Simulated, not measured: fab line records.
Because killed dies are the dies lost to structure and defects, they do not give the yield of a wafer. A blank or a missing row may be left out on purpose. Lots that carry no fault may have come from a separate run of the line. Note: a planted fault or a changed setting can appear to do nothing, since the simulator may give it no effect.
Struck lot and sound lot, side by side -- flow nand_harc -- 14 steps out of a route of 1159
Sound: wafers L783.1, L783.2, L783.6. Struck: wafer L796.3. (L796.4, L796.5 of the same lot were not struck and are left out.) The cause comes at the end.
Per side, at each step with rows, come the tool, then ch with its chambers, and then its first start. Under that, the readings that differ: sound wafers -- struck wafers -- difference of the means -- sigmas: that difference in standard deviations of wafers without a fault.
alike: words and numbers the same on both sides, and readings whose means are apart by under 2 such deviations; not compared: readings that were withheld, readings missing a value for some wafer, numbers with overlapping values and no deviation given by the record, and bounds like >300 which may hide the same value.
Wherever a step has rows on one side only, a row that says differs or no value, or a row with sigmas, the two part there. When numbers do not overlap yet have no deviation, they are printed without sigmas and do not part them. A reading that every wafer of one side lacks parts them only if that side has two wafers or more.

first, 4 steps without rows for these wafers: NHARC_P_CONTACT_EBR_08; NHARC_P_CONTACT_EXPOSE_09 (exposes mask P CA, target cd 90 nm); NHARC_P_CONTACT_PEB_10 (peb time 65 s); NHARC_P_CONTACT_DEVELOP_11 (develop time 35 s).
NHARC_P_CONTACT_CD_MEAS_12: target cd 90 nm.
  sound on cd_sem-03 ch 0, day 6 22:41; struck on cd_sem-03 ch 0, day 10 04:05
reading,sound,struck,difference,sigmas
cd_nm (nm),90.7 90.3 89.5,91.9,+1.7,+3
NHARC_P_CONTACT_OVL_MEAS_13:
  struck on overlay-01, day 10 04:11; sound on overlay-02, day 6 22:46
reading,sound,struck,difference,sigmas
overlay_y_nm (nm),1.3 0.9 1.4,3.1,+1.9,+2
  alike: overlay_x_nm
NHARC_P_CONTACT_INSPECT_14:
  struck on defect_inspect-01, day 10 04:13; sound on defect_inspect-02, day 6 22:48
reading,sound,struck,difference,sigmas
raw_defect_count,2 4 1,8,+6,+3
NHARC_P_CONTACT_DESCUM_17: chemistry O2, time 3 s.
  sound on rie_diel-08 ch 1,2,3, day 6 22:53; struck on rie_diel-11 ch 0, day 10 04:17
  alike: drypump_motor_current_A, o2_flow_sccm, oes_product_au, rf_vpp_V, showerhead_plenum_p_Torr, throttle_valve_pct
  not compared: rf_hours_counter_h
NHARC_P_CONTACT_ETCH_35: etches the open film in CF4, target depth 39 nm, time 65 s.
  sound on rie_diel-08 ch 1,3, day 6 22:57; struck on rie_diel-11 ch 3, day 10 04:22
reading,sound,struck,difference,sigmas
showerhead_plenum_p_Torr (Torr),1.68 1.68 1.68,1.86,+0.18,+2
  alike: drypump_motor_current_A, oes_product_au, rf_vpp_V, run_length_s, throttle_valve_pct
  not compared: rf_hours_counter_h
NHARC_P_CONTACT_ETCH_36: etches the open film in N2/H2, target depth 260 nm, time 406.25 s.
  sound on rie_diel-08 ch 0,3; struck on rie_diel-11 ch 1
reading,sound,struck,difference,sigmas
oes_product_au (a.u.),0.999 0.995 1.002,1.014,+0.015,+2
rf_vpp_V (V),427 427 426,433,+6,+2
run_length_s (s),427.9 428.1 428.1,427.0,-1.0,-2
showerhead_plenum_p_Torr (Torr),1.92 1.89 1.89,2.14,+0.24,+2
throttle_valve_pct (%),14.151 14.160 14.172,14.182,+0.021,+2
  alike: drypump_motor_current_A
  not compared: rf_hours_counter_h
NHARC_P_CONTACT_ETCH_18: etches the open film in C4F8/O2/Ar, target depth 481 nm, time 240.5 s.
  sound on rie_diel-08 ch 2,3; struck on rie_diel-11 ch 2
  alike: oes_product_au, rf_vpp_V, run_length_s
  not compared: rf_hours_counter_h
then, 1 step without rows for these wafers: NHARC_P_CONTACT_STRIP_37 (strips in C4F8/O2/Ar).
NHARC_P_CONTACT_ETCH_31: etches the open film in CH3F/O2, target depth 30 nm, time 85.7 s.
  sound on rie_diel-08 ch 0,2,3, day 6 23:37; struck on rie_diel-11 ch 0, day 10 05:01
reading,sound,struck,difference,sigmas
run_length_s (s),107.8 106.6 107.4,65.3,-42.0,-93
  alike: drypump_motor_current_A, o2_flow_sccm, oes_product_au, rf_vpp_V, showerhead_plenum_p_Torr, throttle_valve_pct
  not compared: rf_hours_counter_h
NHARC_P_CONTACT_CD_MEAS_19:
  struck on cd_sem-03, day 10 05:09; sound on cd_sem-02, day 6 23:44
reading,sound,struck,difference,sigmas
cd_nm (nm),91.2 89.2 89.9,92.6,+2.5,+2

== WHERE THEY PART ==
First at NHARC_P_CONTACT_CD_MEAS_12; last, within this record, at NHARC_P_CONTACT_CD_MEAS_19.

WHY: the cause the simulator had injected
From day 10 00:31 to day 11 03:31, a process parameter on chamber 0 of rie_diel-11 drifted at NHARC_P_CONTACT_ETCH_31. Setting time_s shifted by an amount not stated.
